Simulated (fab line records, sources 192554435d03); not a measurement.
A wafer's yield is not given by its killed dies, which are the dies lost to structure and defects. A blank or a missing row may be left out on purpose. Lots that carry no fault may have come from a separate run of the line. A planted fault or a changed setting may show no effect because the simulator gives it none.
Lot-split experiment -- flow n5 finfet -- 21 wafers read across 7 lots, on a route 1938 steps long

## THE SPLIT ITSELF
At N5_BEOL_M15_PEB_26 (peb time 90 s), the setting peb temp c was moved away from the recipe's 130 C on 9 of the 21 wafers read, by +1.2% to +2.5%. All remaining wafers had this setting at the recipe value.

## FROM THE SPLIT TO THE READING: what the file shows between them, 2 steps
- N5_BEOL_M15_DEVELOP_27: develop time 45 s
- N5_BEOL_M15_HARDBAKE_32: time 120 s

## THE READING
cd nm (nm) at N5_BEOL_M15_CD_MEAS_28, where the cd target is 407.6 nm. A value of 407.8 nm with a standard deviation of 1.3 nm is what fault-free wafers of this fab line usually give.

wafer,"tool, chamber at the split","peb temp c as run, C",against the recipe,"cd nm, nm",against lot-mates on the recipe
L074.2,"litho track-03, 0",130,recipe,405.9,-
L074.3,"litho track-03, 0",130,recipe,406.1,-
L074.6,"litho track-03, 0",130,recipe,406.2,-
L081.3,"litho track-02, 0",132.2,+1.7%,416.6,+8.6
L081.4,"litho track-02, 0",130,recipe,408.8,-
L081.6,"litho track-02, 0",130,recipe,407.2,-
L084.1,"litho track-03, 0",130,recipe,407.6,-
L084.3,"litho track-03, 0",133.2,+2.5%,422.1,+14.2
L084.4,"litho track-03, 0",130,recipe,408.2,-
L087.1,"litho track-01, 0",132.6,+2.0%,414.8,no lot-mate on the recipe
L087.2,"litho track-01, 0",132.6,+2.0%,418.0,no lot-mate on the recipe
L087.5,"litho track-01, 0",132.6,+2.0%,416.7,no lot-mate on the recipe
L093.2,"litho track-03, 0",130,recipe,407.9,-
L093.3,"litho track-03, 0",130,recipe,407.4,-
L093.4,"litho track-03, 0",130,recipe,409.3,-
L090.2,"litho track-02, 0",132.8,+2.2%,418.8,+11.1
L090.5,"litho track-02, 0",130,recipe,407.7,-
L090.6,"litho track-02, 0",132.8,+2.2%,416.5,+8.8
L091.1,"litho track-03, 0",131.6,+1.2%,415.8,+6.0
L091.3,"litho track-03, 0",131.6,+1.2%,418.1,+8.3
L091.6,"litho track-03, 0",130,recipe,409.8,-

THE FIT
A straight line over all 21 wafers: cd nm changes by +5.01 nm for each +1% of peb temp c; r = +0.95; the points scatter about the line by 1.7 nm.
The same after taking each lot's own level away (the mean of its wafers on the recipe; 18 wafers): +5.16 nm for each +1%; r = +0.98; scatter 0.97 nm.
On that fit, the largest move of peb temp c shifts the reading by 13 nm.
From 406.07 to 409.80 nm: that is the span of the lots' own levels, equal to 2.9 times the standard deviation above.
The two slopes agree, so the slope changes little with the lot-to-lot level.
Check: for one of the wafers moved furthest among these (+2.5%), held out of the fit, the line's prediction against its lot-mates is +12.1 nm. Against them it came out at +14.2 nm.

## ADDITIONAL SPLITS CARRIED BY THESE WAFERS
Other splits were also applied to these wafers ahead of the reading. Each is held against what the fit with the lots' levels taken away leaves over:
other split on the same wafers,wafers away from the commonest value,r with cd nm (lot level and that fit taken away)
N5_BEOL_M14_TRENCH_ETCH_34 time s,10,+0.43
N5_BEOL_M14_SPUTTER_45 power w,10,-0.20
N5_BEOL_M15_COAT_22 spin rpm,4,+0.35

## THE WHOLE CHAIN: every reading that the file lists as answering this split, in the file's order
step,what it does,reading,change (the file's fit),r (the file's)
N5_BEOL_M15_CD_MEAS_28,target cd 407.6 nm,cd nm,+5.29 nm for each +1% of the setting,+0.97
N5_BEOL_M15_DESCUM_33,"chemistry O2, time 7.9 s","BEOL_M15.cd nm (the simulator's own value, which no gauge read)",+5.16 nm for each +1% of the setting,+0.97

## THE FILE'S OWN FIT
cd nm changes by +5.29 nm for each +1% of peb temp c, r = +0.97.
